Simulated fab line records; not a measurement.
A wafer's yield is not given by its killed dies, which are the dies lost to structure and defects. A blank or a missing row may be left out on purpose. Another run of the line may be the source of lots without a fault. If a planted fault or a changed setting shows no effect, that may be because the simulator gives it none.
fab line records -- flow nand_harc
record lots=5, wafers=15, last_day=32
route steps=1302 shown A_STAIRCASE@844 END@1302
lots that met no fault: from a run of the same line without faults
start_h: the number of hours between the record's first day and the start of the first shown wafer of the lot -- wait_h: how many hours have passed since the lot's step before this one -- " the same as in the row above -- L1.1+2: several wafers, shown together as one row -- - no value, or no start was given -- * or withheld: withheld -- < > ~ a bound
route shown NAME@n: a module of which the file shows steps, and the number in the route of the first -- usual: the fault-free wafers' mean and standard deviation -- same: alike in all rows -- chamber/n: place in a boat -- sites: each site's reading -- _std_site: the values' standard deviation -- _edge_site: outer sites' mean less inner sites' -- radius_mm: for every site, how far away it sits from the centre of the wafer -- mask NAME#n: copy n -- behind: the last tool/chamber to shape the wafer -- hold: cause of the lot's hold/its duration in hours/its outcome -- device: the n, p or np transistor that did not switch -- end of line: the tests these same wafers got at the end of their route -- where a step has no rows: the recipe by itself -- killed: dies that structure and defects cost at the first sort, which is not the same as the wafer's yield -- map: a wafer's dies, x killed, . not, _ none there
set.NAME: the setting that was run; set.NAME@STEP: the one run at that earlier step -- model.NAME: the simulator's own value behind a step, which no gauge read
lots at some steps of the route; a table a step, a row a wafer
services: when a tool's chamber went out of use (start_h, in hours from the record's first day, below 0 if earlier), for how many hours, and the reason
## steps
# step NHARC_A_STAIRCASE_DEP_417
# recipe target_thk_a=600, step_coverage_pct=20, temp_c=400, target_thk_nm=60, flow_sccm=200, rf_w=450, material=Si3N4
# step NHARC_A_STAIRCASE_WET_418
# recipe temp_c=160, target_depth_a=200, chemistry=H3PO4
# step NHARC_A_STAIRCASE_PRECLEAN_419
# recipe time_s=*, temp_c=50, bath_age_min=0, chemistry=SC1
# step NHARC_A_STAIRCASE_SRD_421
# step NHARC_A_STAIRCASE_ALD_420
# recipe target_thk_a=200, pulse_time_s=6, ald_cycles=200, temp_c=300, material=SiO2
# usual heater_power_outer_w=265/28, heater_power_w=471/45, precursor_pulse_height_rel=0.999/0.02
# same pulse_time_s=6
lot.wafer,tool,chamber,start_h,wait_h,heater_power_outer_w,heater_power_w,precursor_pulse_height_rel
L773.2,ald_hk-02,0,394.19,-,321,554,0.982
L773.4,ald_hk-02,2,394.19,-,255,457,0.980
L773.3,ald_hk-02,3,394.19,-,279,529,1.026
L780.3,ald_hk-04,3,471.49,-,293,495,0.974
L780.1,ald_hk-04,2,471.49,-,277,499,0.988
L780.5,ald_hk-04,3,471.49,-,285,484,0.975
L782.4,ald_hk-01,2,491.06,-,267,487,0.997
L782.1,ald_hk-01,3,491.06,-,254,441,0.982
L782.5,ald_hk-01,0,491.06,-,281,488,0.983
L784.2,ald_hk-02,0,507.01,-,320,553,1.013
L784.4,ald_hk-02,1,507.01,-,227,418,1.001
L784.3,ald_hk-02,2,507.01,-,263,462,1.020
L793.1,ald_hk-01,3,600.73,-,251,438,1.007
L793.4,ald_hk-01,2,600.73,-,266,481,1.021
L793.5,ald_hk-01,3,600.73,-,258,433,0.992
# step NHARC_A_STAIRCASE_CVD_552
# recipe target_thk_a=400, temp_c=700, pressure_mtorr=300, material=SiNx
# step NHARC_A_STAIRCASE_DEP_151
# recipe target_thk_a=72000, temp_c=400, target_thk_nm=7200, teos_flow_sccm=200, rf_w=500, material=SiO2
# step NHARC_A_STAIRCASE_ANNEAL_320
# recipe temp_c=750, time_s=1800
# step NHARC_A_STAIRCASE_DEP_322
# recipe target_thk_a=72000, temp_c=400, target_thk_nm=7200, teos_flow_sccm=200, rf_w=500, material=SiO2
# usual heater_power_outer_w=417/78, heater_power_w=687/89
lot.wafer,tool,chamber,start_h,wait_h,heater_power_outer_w,heater_power_w
L773.3,pecvd-01,2,414.93,0.1,514,831
L773.2,pecvd-01,1,414.93,0.1,473,729
L773.4,pecvd-01,2,414.93,0.1,406,660
L780.1,pecvd-01,0,488.17,0.1,573,803
L780.3,pecvd-01,1,488.17,0.1,458,712
L780.5,pecvd-01,2,488.17,0.1,397,671
L782.1,pecvd-01,2,507.42,0.2,524,829
L782.4,pecvd-01,1,507.42,0.2,441,730
L782.5,pecvd-01,0,507.42,0.2,478,660
L784.3,pecvd-04,1,525.16,0.2,393,689
L784.2,pecvd-04,2,525.16,0.2,362,653
L784.4,pecvd-04,0,525.16,0.2,364,622
L793.1,pecvd-04,1,619.27,0.2,321,593
L793.4,pecvd-04,0,619.27,0.2,360,606
L793.5,pecvd-04,1,619.27,0.2,288,550
# step NHARC_A_STAIRCASE_ANNEAL_323
# recipe temp_c=750, time_s=1800
# step NHARC_A_STAIRCASE_DEP_325
# recipe target_thk_a=72000, temp_c=400, target_thk_nm=7200, teos_flow_sccm=200, rf_w=500, material=SiO2
# usual heater_power_outer_w=400/76, heater_power_w=670/92
lot.wafer,tool,chamber,start_h,wait_h,heater_power_outer_w,heater_power_w
L773.2,pecvd-04,2,424.35,0.2,386,668
L773.3,pecvd-04,0,424.35,0.2,482,741
L773.4,pecvd-04,0,424.35,0.2,354,600
L780.3,pecvd-03,0,499.99,0.2,531,881
L780.1,pecvd-03,1,499.99,0.2,362,680
L780.5,pecvd-03,1,499.99,0.2,369,660
L782.1,pecvd-04,2,517.96,0.2,328,588
L782.5,pecvd-04,1,517.96,0.2,294,554
L782.4,pecvd-04,0,517.96,0.2,369,601
L784.3,pecvd-03,1,532.24,0.1,416,765
L784.2,pecvd-03,2,532.24,0.1,360,643
L784.4,pecvd-03,0,532.24,0.1,410,705
L793.1,pecvd-04,1,627.89,0.1,303,549
L793.4,pecvd-04,2,627.89,0.1,325,566
L793.5,pecvd-04,0,627.89,0.1,369,631
# step NHARC_A_STAIRCASE_ANNEAL_326
# recipe temp_c=750, time_s=1800
# step NHARC_A_STAIRCASE_DEHYDRATE_433
# recipe temp_c=150, time_s=120
# step NHARC_A_STAIRCASE_HMDS_434
# recipe time_s=30
# step NHARC_A_STAIRCASE_COAT_435
# recipe spin_rpm=1200
# step NHARC_A_STAIRCASE_SOFTBAKE_436
# recipe temp_c=135, time_s=170
# step NHARC_A_STAIRCASE_EBR_437
# step NHARC_A_STAIRCASE_EXPOSE_438
# recipe na=0.5, dose_mj=28.97, mask_id=STAIR_REV
# step NHARC_A_STAIRCASE_PEB_439
# recipe peb_temp_c=115, peb_time_s=130
# step NHARC_A_STAIRCASE_DEVELOP_440
# recipe time_s=140
# step NHARC_A_STAIRCASE_HARDBAKE_442
# recipe temp_c=120, time_s=140
# step NHARC_A_STAIRCASE_DESCUM_443
# recipe time_s=3, o2_flow_sccm=200, ar_flow_sccm=0, bias_power_w=0, chemistry=O2
# step NHARC_A_STAIRCASE_ETCH_444
# recipe target_depth_a=2.04e+05, time_s=6800, c4f8_flow_sccm=20, o2_flow_sccm=10, ar_flow_sccm=withheld, rf_w=600, bias_w=1000, chemistry=C4F8/O2
# step NHARC_A_STAIRCASE_STRIP_446
# recipe power_w=1500, temp_c=250, chemistry=O2
# step NHARC_A_STAIRCASE_STRIP_447
# recipe time_s=900, temp_c=130, chemistry=SPM
# step NHARC_A_STAIRCASE_PRECLEAN_448
# recipe time_s=*, temp_c=50, bath_age_min=0, chemistry=SC1
# step NHARC_A_STAIRCASE_SRD_449
# step NHARC_A_STAIRCASE_CMP_450
# recipe target_thk_nm=200, material=SiO2
# usual motor_current_A=12.3/1.5
lot.wafer,tool,chamber,start_h,wait_h,motor_current_A
L773.3,cmp-02,2,437.54,-,10.3
L773.4,cmp-02,3,437.54,-,13.1
L773.2,cmp-02,0,437.54,-,11.4
L780.1,cmp-02,1,513.86,-,13.7
L780.3,cmp-02,3,513.86,-,12.5
L780.5,cmp-02,1,513.86,-,13.8
L782.4,cmp-01,2,533.60,-,14.2
L782.1,cmp-01,3,533.60,-,10.9
L782.5,cmp-01,0,533.60,-,10.7
L784.4,cmp-02,3,546.00,-,12.5
L784.2,cmp-02,1,546.00,-,13.9
L784.3,cmp-02,2,546.00,-,10.8
L793.4,cmp-03,2,641.12,-,10.5
L793.1,cmp-03,0,641.12,-,13.2
L793.5,cmp-03,1,641.12,-,13.9
# step NHARC_A_STAIRCASE_CMP_152
# usual motor_current_A=12.3/1.5
lot.wafer,tool,chamber,start_h,wait_h,motor_current_A
L773.3,cmp-02,2,437.61,0.1,10.7
L773.4,cmp-02,3,437.61,0.1,13.3
L773.2,cmp-02,0,437.61,0.1,11.6
L780.1,cmp-02,1,513.93,0.1,13.9
L780.3,cmp-02,3,513.93,0.1,13.0
L780.5,cmp-02,1,513.93,0.1,14.8
L782.4,cmp-01,2,533.67,0.1,13.3
L782.1,cmp-01,3,533.67,0.1,10.9
L782.5,cmp-01,0,533.67,0.1,11.0
L784.4,cmp-02,3,546.07,0.1,14.0
L784.2,cmp-02,1,546.07,0.1,14.2
L784.3,cmp-02,2,546.07,0.1,10.3
L793.4,cmp-03,2,641.20,0.1,10.5
L793.1,cmp-03,0,641.20,0.1,13.1
L793.5,cmp-03,1,641.20,0.1,13.3
# step NHARC_A_STAIRCASE_SRD_154
# step NHARC_A_STAIRCASE_ETCH_403
# recipe target_depth_a=1082, chemistry=dHF, material=SiO2
# step NHARC_A_STAIRCASE_ETCHBACK_422
# recipe target_depth_a=400, over_etch_frac=0.3, time_s=74.286, ion_energy_ev=120, ch3f_flow_sccm=50, o2_flow_sccm=30, ar_flow_sccm=200, rf_w=500, bias_w=100, chemistry=CH3F/O2
# usual drypump_motor_current_A=5.79/0.23, oes_product_au=0.96/0.038, rf_vpp_V=243.6/1.2, showerhead_plenum_p_Torr=2.41/0.067, throttle_valve_pct=20.663/0.01
# same over_etch_frac=0.3
lot.wafer,tool,chamber,start_h,wait_h,drypump_motor_current_A,oes_product_au,rf_hours_counter_h,rf_vpp_V,showerhead_plenum_p_Torr,throttle_valve_pct
L773.2,rie_diel-04,3,438.07,0.1,5.54,0.93,26,245.9,2.42,20.670
L773.4,rie_diel-04,0,438.07,0.1,5.92,0.93,23,246.1,2.47,20.686
L773.3,rie_diel-04,2,438.07,0.1,6.26,0.94,24,246.7,2.58,20.668
L780.1,rie_diel-12,0,514.41,0.1,5.83,0.93,19,242.7,2.36,20.688
L780.3,rie_diel-12,1,514.41,0.1,5.85,0.93,20,244.6,2.45,20.667
L780.5,rie_diel-12,3,514.41,0.1,5.60,0.90,-,241.4,2.33,20.661
L782.4,rie_diel-05,2,534.11,0.1,6.09,1.01,45,243.7,2.42,20.664
L782.1,rie_diel-05,0,534.11,0.1,5.42,0.96,42,244.5,2.38,20.676
L782.5,rie_diel-05,3,534.11,0.1,5.75,0.99,-,243.1,2.36,20.657
L784.4,rie_diel-05,3,546.53,0.1,5.76,0.93,49,242.2,2.36,20.680
L784.2,rie_diel-05,0,546.53,0.1,5.42,0.90,46,244.4,2.38,20.667
L784.3,rie_diel-05,2,546.53,0.1,6.11,0.93,51,242.8,2.41,20.662
L793.4,rie_diel-05,3,641.65,0.1,5.76,0.91,20,242.9,2.34,20.654
L793.1,rie_diel-05,1,641.65,0.1,6.08,0.92,20,242.2,2.28,20.660
L793.5,rie_diel-05,0,641.65,0.1,5.41,0.93,-,243.3,2.37,20.663
# step NHARC_A_STAIRCASE_ETCH_423
# recipe target_depth_a=300, chemistry=dHF, material=SiO2
# step NHARC_A_STAIRCASE_ETCHBACK_157
# recipe target_depth_a=900, over_etch_frac=0.3, time_s=167.14, ion_energy_ev=120, ch3f_flow_sccm=50, o2_flow_sccm=30, ar_flow_sccm=200, rf_w=500, bias_w=100, chemistry=CH3F/O2
# step NHARC_A_STAIRCASE_STRIP_475
# recipe time_s=20, o2_flow_sccm=500, ar_flow_sccm=0, bias_w=0, chemistry=O2
# step NHARC_A_STAIRCASE_DEP_471
# recipe target_thk_a=1000, temp_c=400, pressure_torr=6.5, rf_w=900, teos_flow_sccm=161.4, flow_sccm=2650, target_thk_nm=100, gas=O2, material=SiO2
# step NHARC_END_SORT_01
# recipe temp_c=25
# usual killed_at_array=52/19, killed_at_other=1.0/1.2, killed_at_periphery=4.1/2.8, killed_dies=57/19, killed_open=3.1/1.7, killed_short=2.5/1.5
# same gross_dies=677
lot.wafer,tool,chamber,start_h,wait_h,killed_at_array,killed_at_other,killed_at_periphery,killed_dies,killed_open,killed_short
L784.3,prober-01,0,676.43,3.1,662,3,12,677,2,7
# killed by level:class
L784.3 A_STAIRCASE:area_dep=645 P_GATE:chamber_film_flake=8 P_BONDPAD:chamber_film_flake=3 A_CHANNEL_HOLE_D1:chamber_film_flake=2 A_STAIRCASE:chamber_film_flake=2 A_SLIT:chamber_film_flake=2 HYBRID_BOND:chamber_film_flake=2 A_CHANNEL_FILL_D1:geometric_particle:short=1
# map L784.3 (x killed, . not)
____________x____________
_________xxxxxxx_________
_______xxxxxxxxxxx_______
______xxxxxxxxxxxxx______
_____xxxxxxxxxxxxxxx_____
____xxxxxxxxxxxxxxxxx____
____xxxxxxxxxxxxxxxxx____
___xxxxxxxxxxxxxxxxxxx___
___xxxxxxxxxxxxxxxxxxx___
__xxxxxxxxxxxxxxxxxxxxx__
__xxxxxxxxxxxxxxxxxxxxx__
_xxxxxxxxxxxxxxxxxxxxxxx_
_xxxxxxxxxxxxxxxxxxxxxxx_
_xxxxxxxxxxxxxxxxxxxxxxx_
_xxxxxxxxxxxxxxxxxxxxxxx_
_xxxxxxxxxxxxxxxxxxxxxxx_
xxxxxxxxxxxxxxxxxxxxxxxxx
xxxxxxxxxxxxxxxxxxxxxxxxx
xxxxxxxxxxxxxxxxxxxxxxxxx
xxxxxxxxxxxxxxxxxxxxxxxxx
xxxxxxxxxxxxxxxxxxxxxxxxx
_xxxxxxxxxxxxxxxxxxxxxxx_
_xxxxxxxxxxxxxxxxxxxxxxx_
_xxxxxxxxxxxxxxxxxxxxxxx_
_xxxxxxxxxxxxxxxxxxxxxxx_
_xxxxxxxxxxxxxxxxxxxxxxx_
__xxxxxxxxxxxxxxxxxxxxx__
__xxxxxxxxxxxxxxxxxxxxx__
___xxxxxxxxxxxxxxxxxxx___
___xxxxxxxxxxxxxxxxxxx___
____xxxxxxxxxxxxxxxxx____
____xxxxxxxxxxxxxxxxx____
_____xxxxxxxxxxxxxxx_____
______xxxxxxxxxxxxx______
_______xxxxxxxxxxx_______
_________xxxxxxx_________
____________x____________
# map L780.1 (x killed, . not)
____________.____________
_________......._________
_______........x.._______
______.........x...______
_____..............._____
____................x____
____...............x.____
___...............x...___
___..............x...x___
__..............x......__
__...........x.......x.__
_........x..........xx.._
_..x.x.................._
_..x.x..x..............._
_......x.x....x........._
_....xx........x........_
....x.xx.x...............
............x........x..x
.................xx.x....
.........................
.........................
_.........x............._
_........x.............x_
_......................._
_......................._
_.......x.........x....._
__.....................__
__................x....__
___....x..........x...___
___..........x........___
____.................____
____........x........____
_____....x.........._____
______.............______
_______..........._______
_________......._________
____________.____________
## services
tool,chamber,start_h,hours,kind
cmp-03,-,374.46,12.2,repair
cmp-01,-,383.01,4.0,pm
cmp-02,-,402.32,1.4,repair
rie_diel-05,-,406.62,9.0,pm
cmp-02,-,428.57,4.0,pm
pecvd-01,0,430.96,3.2,repair
rie_diel-05,1,434.90,8.5,repair
cmp-02,-,438.24,0.3,repair
cmp-03,-,447.63,0.6,repair
pecvd-04,-,450.37,13.0,pm
cmp-03,-,456.13,4.0,pm
cmp-02,-,460.97,1.4,repair
pecvd-01,-,468.72,4.3,repair
ald_hk-01,-,475.18,10.0,pm
cmp-01,-,481.01,4.0,pm
rie_diel-05,0,488.97,8.7,repair
pecvd-01,-,492.40,13.0,pm
cmp-02,-,526.57,4.0,pm
ald_hk-02,-,528.13,10.0,pm
pecvd-03,-,547.74,13.0,pm
cmp-03,-,554.13,4.0,pm
rie_diel-05,-,583.62,9.0,pm
cmp-02,-,624.57,4.0,pm
pecvd-04,-,631.37,13.0,pm
## key
first_sign step=NHARC_END_SORT_01, reading=killed_dies, direction=up, sigmas=33, usual=57, struck=677
effect step=NHARC_END_SORT_01, reading=killed_at_array, direction=up, sigmas=32, usual=52, struck=662
more_kills_born_at NHARC_A_STAIRCASE_DEP_325@pecvd-03=645
met_at NHARC_A_STAIRCASE_DEP_325
struck_wafers L784.3
later_rows_left_out L784.3
tester_left_out L784
onset_between 499.99 532.24
fault kind=process_parameter_drift, tool=pecvd-03, chamber=1, onset_h=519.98, steps=NHARC_A_STAIRCASE_DEP_325, channel=target_thk_a, offset=*, shape=step, end_h=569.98, acts_in=*, stated=*
# tester_left_out: of these lots the tester's yield and bins aren't shown, on N5 and GAA mostly nor the transistor test; their killed dies are dies lost to structure and defects alone, not to doping, threshold or leakage, so they don't give the yield
# later_rows_left_out: the simulator's readings of these wafers behind a module that went badly wrong aren't trusted and aren't shown, but for the sort
